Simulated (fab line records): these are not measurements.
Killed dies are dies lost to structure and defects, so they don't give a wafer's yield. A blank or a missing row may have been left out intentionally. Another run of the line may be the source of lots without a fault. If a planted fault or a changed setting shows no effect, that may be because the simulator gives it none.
Chamber matching ; flow nand-harc ; NHARC_A_CHANNEL_HOLE_D1_DESCUM_15 on rie-diel-09 has 4 sister chambers
The step chemistry O2, time 3 s. 4 wafers are shown with their chamber, then 9 later ones without.

## WAFERS, EACH WITH ITS CHAMBER
wafer;chamber;drypump-motor-current-A (A)
L081.5;3;5.9
L084.6;0;6.2
L092.1;2;5.7
L092.4;1;6.5

## WAFERS WITHOUT THEIR CHAMBER
wafer;drypump-motor-current-A (A)
L093.1;5.7
L093.2;6.2
L093.5;6.4
L095.2;6.2
L095.3;5.7
L095.6;6.2
L096.2;6.2
L096.3;5.7
L096.6;6.2

## WHICH CHAMBER EACH WENT THROUGH
wafer;from the rows above;in truth
L093.1;2;2
L093.2;0;0
L093.5;1;1
L095.2;0;0
L095.3;2;2
L095.6;0;0
L096.2;0;0
L096.3;2;2
L096.6;0;0
Correct placement for 9 of the 9. Not placeable from these rows: 0. Wrongly placed: 0.
How it was worked out, from the rows above alone: a wafer's distance from a chamber is the root of the sum, over the readings, of the square of ((its reading less the chamber's mean) divided by the reading's scatter). The wafer belongs to the nearest chamber; if the next one is less than 2 further off, it can't be placed. Each chamber's mean is taken over the wafers shown for it. The scatter: with one shown wafer a chamber, the root of the mean of the squares of how far each hidden wafer lies from its nearest shown one.
